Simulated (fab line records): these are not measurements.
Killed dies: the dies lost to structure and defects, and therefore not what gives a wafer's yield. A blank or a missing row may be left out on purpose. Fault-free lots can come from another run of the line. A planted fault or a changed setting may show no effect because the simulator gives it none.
Chamber matching | flow n5 finfet | 4 sister chambers for N5_MOL_CONTACT_COAG_ETCH_67 on rie diel-06
The step etches SOC in N2/H2, target depth 60 nm, overetch 21 nm, time 101.2 s. 8 wafers are shown with their chamber, then 10 later ones without.

== WAFERS WITH THEIR CHAMBER ==
wafer  | chamber | throttle valve pct (%) | showerhead plenum p Torr (Torr)
L078.1 | 1       | 17.79                  | 2.63
L081.6 | 2       | 17.75                  | 2.57
L082.1 | 2       | 17.74                  | 2.57
L083.3 | 1       | 17.81                  | 2.62
L083.4 | 0       | 18.25                  | 2.52
L083.5 | 3       | 17.90                  | 2.57
L084.3 | 3       | 17.90                  | 2.56
L084.4 | 0       | 18.23                  | 2.52

== WAFERS WITHOUT THEIR CHAMBER ==
wafer  | throttle valve pct (%) | showerhead plenum p Torr (Torr)
L084.6 | 17.91                  | 2.56
L092.1 | 17.79                  | 2.56
L092.3 | 18.28                  | 2.51
L092.4 | 17.79                  | 2.56
L093.2 | 18.29                  | 2.51
L093.4 | 18.30                  | 2.51
L093.5 | 17.79                  | 2.56
L097.1 | 17.95                  | 2.55
L097.3 | 17.81                  | 2.55
L097.5 | 17.95                  | 2.55

== THE CHAMBER EACH PASSED THROUGH ==
wafer  | from the rows above     | in truth
L084.6 | 3                       | 3
L092.1 | 2                       | 2
L092.3 | 0                       | 0
L092.4 | 2                       | 2
L093.2 | 0                       | 0
L093.4 | 0                       | 0
L093.5 | 2                       | 2
L097.1 | 3                       | 3
L097.3 | can't be placed: 2 or 3 | 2
L097.5 | 3                       | 3
Correct placement for 9 of the 10. Not placeable from these rows: 1 (in 1, the candidates include the true chamber). 0 placed wrongly.
How it was worked out, from the rows above alone: a wafer's distance from a chamber is the root of the sum, over the readings, of the square of ((its reading less the chamber's mean) divided by the reading's scatter). The wafer belongs to the nearest chamber; if the next one is less than 2 further off, it can't be placed. The mean given for a chamber averages the wafers shown for that chamber. How the scatter is found: for the shown wafers, subtract from each reading the mean of its chamber, square and add these, divide the total by (wafers less chambers), then take the root.
